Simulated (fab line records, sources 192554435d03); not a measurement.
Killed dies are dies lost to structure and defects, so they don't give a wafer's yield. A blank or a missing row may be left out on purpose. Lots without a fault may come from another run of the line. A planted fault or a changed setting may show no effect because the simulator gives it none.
Split-lot experiment | flow n5_finfet | 7 lots, 39 wafers read, on a route of 1938 steps

THE SPLIT
At N5_DUMMY_GATE_ETCH_31 (etches SiO2 in C4F6/O2, target depth 82.5 nm, time 27.5 s), the setting target_depth_a was moved away from the recipe's 825 angstrom on 12 of the 39 wafers read, by -7.6% to +12.0%. The other wafers ran this setting at the recipe's value.

The reading is taken at the split's own step.

THE READING
SOC_of_DUMMY_GATE_COAT_34.thk_nm (the simulator's own value, which no gauge read), in nm, at N5_DUMMY_GATE_ETCH_31 (etches SiO2 in C4F6/O2, target depth 82.5 nm, time 27.5 s). The file gives no usual value for it. The 27 wafers here that ran the recipe average 51.8 nm, standard deviation 0.2 nm.

wafer  | tool, chamber at the split | target_depth_a as run, angstrom | against the recipe | SOC_of_DUMMY_GATE_COAT_34.thk_nm, nm | against lot-mates on the recipe
L076.1 | rie_diel-05, 1             | 825                             | recipe             | 51.6                                 | -
L076.2 | rie_diel-05, 2             | 825                             | recipe             | 51.8                                 | -
L076.3 | rie_diel-05, 3             | 825                             | recipe             | 51.6                                 | -
L076.4 | rie_diel-05, 0             | 825                             | recipe             | 51.6                                 | -
L076.5 | rie_diel-05, 3             | 825                             | recipe             | 51.8                                 | -
L076.6 | rie_diel-05, 0             | 825                             | recipe             | 51.8                                 | -
L082.3 | rie_diel-05, 1             | 825                             | recipe             | 51.8                                 | -
L082.4 | rie_diel-05, 0             | 825                             | recipe             | 52                                   | -
L082.5 | rie_diel-05, 0             | 825                             | recipe             | 51.8                                 | -
L083.1 | rie_diel-05, 0             | 825                             | recipe             | 52                                   | -
L083.2 | rie_diel-05, 3             | 825                             | recipe             | 52                                   | -
L083.3 | rie_diel-05, 2             | 825                             | recipe             | 52.2                                 | -
L083.4 | rie_diel-05, 1             | 825                             | recipe             | 52.2                                 | -
L083.5 | rie_diel-05, 0             | 825                             | recipe             | 52.2                                 | -
L083.6 | rie_diel-05, 3             | 825                             | recipe             | 51.8                                 | -
L087.1 | rie_diel-03, 2,3           | 825                             | recipe             | 52                                   | -
L087.2 | rie_diel-03, 2,3           | 825                             | recipe             | 52                                   | -
L087.3 | rie_diel-03, 1             | 911.3                           | +10.5%             | 51                                   | -0.8
L087.4 | rie_diel-03, 0             | 911.3                           | +10.5%             | 51                                   | -0.8
L087.5 | rie_diel-03, 0             | 911.3                           | +10.5%             | 51                                   | -0.8
L087.6 | rie_diel-03, 3             | 825                             | recipe             | 51.4                                 | -
L089.1 | rie_diel-04, 3             | 825                             | recipe             | 51.8                                 | -
L089.2 | rie_diel-04, 2             | 875.6                           | +6.1%              | 51.2                                 | -0.6
L089.3 | rie_diel-04, 1             | 875.6                           | +6.1%              | 51.4                                 | -0.4
L089.4 | rie_diel-04, 0             | 825                             | recipe             | 51.8                                 | -
L089.5 | rie_diel-04, 0             | 825                             | recipe             | 51.8                                 | -
L089.6 | rie_diel-04, 3             | 875.6                           | +6.1%              | 51.4                                 | -0.4
L090.1 | rie_diel-05, 0             | 825                             | recipe             | 51.8                                 | -
L090.2 | rie_diel-05, 1             | 762.7                           | -7.6%              | 52.4                                 | +0.7
L090.3 | rie_diel-05, 3             | 825                             | recipe             | 51.8                                 | -
L090.4 | rie_diel-05, 1             | 762.7                           | -7.6%              | 52.6                                 | +0.9
L090.5 | rie_diel-05, 0             | 825                             | recipe             | 51.6                                 | -
L090.6 | rie_diel-05, 3             | 762.7                           | -7.6%              | 52.6                                 | +0.9
L096.1 | rie_diel-04, 1             | 825                             | recipe             | 51.6                                 | -
L096.2 | rie_diel-04, 0             | 825                             | recipe             | 52                                   | -
L096.3 | rie_diel-04, 2             | 924                             | +12.0%             | 50.6                                 | -1.1
L096.4 | rie_diel-04, 0             | 924                             | +12.0%             | 51                                   | -0.7
L096.5 | rie_diel-04, 1             | 924                             | +12.0%             | 50.6                                 | -1.1
L096.6 | rie_diel-04, 2             | 825                             | recipe             | 51.6                                 | -
Where a row lists several chambers, the file gives one row for several wafers and doesn't say which wafer went through which chamber.

THE FIT
A straight line over all 39 wafers: SOC_of_DUMMY_GATE_COAT_34.thk_nm changes by -0.0873 nm for each +1% of target_depth_a; r = -0.92; the points scatter about the line by 0.19 nm.
The same after taking each lot's own level away (the mean of its wafers on the recipe; 39 wafers): -0.0857 nm for each +1%; r = -0.94; scatter 0.15 nm.
On that fit, the largest move of target_depth_a shifts the reading by 1 nm.
The lots' own levels span 51.70 to 52.07 nm, that is 1.8 times the standard deviation above.
So the lot-to-lot level changes the slope little: the two slopes agree.
Check: with one of the wafers moved furthest among these (+12.0%) left out of the fit, the line predicts -0.981 nm for it against its lot-mates. It came out at -1.13 nm against them.

OTHER SPLITS ON THESE WAFERS
These wafers also went through other splits before the reading. Each is held against what the fit with the lots' levels taken away leaves over:
other split on the same wafers    | wafers away from the commonest value | r with SOC_of_DUMMY_GATE_COAT_34.thk_nm (lot level and that fit taken away)
N5_WELL_APT_IMPLANT_32 energy_kev | 9                                    | -0.02
N5_FIN_SAQP_ETCH_65 time_s        | 12                                   | +0.07
N5_FIN_CUT_ETCH_21 time_s         | 9                                    | +0.00
N5_DUMMY_GATE_ETCH_37 source_w    | 15                                   | +0.14

THE WHOLE CHAIN: every reading that the file lists as answering this split, in the file's order
step                  | what it does                                              | reading                                                                           | change (the file's fit)                | r (the file's)
N5_DUMMY_GATE_ETCH_31 | etches SiO2 in C4F6/O2, target depth 82.5 nm, time 27.5 s | etch.depth_nm (the simulator's own value, which no gauge read)                    | +0.807 nm for each +1% of the setting  | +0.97
N5_DUMMY_GATE_ETCH_31 | etches SiO2 in C4F6/O2, target depth 82.5 nm, time 27.5 s | SOC_of_DUMMY_GATE_COAT_34.thk_nm (the simulator's own value, which no gauge read) | -0.0841 nm for each +1% of the setting | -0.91

THE FILE'S OWN FIT
SOC_of_DUMMY_GATE_COAT_34.thk_nm changes by -0.0841 nm for each +1% of target_depth_a, r = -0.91.
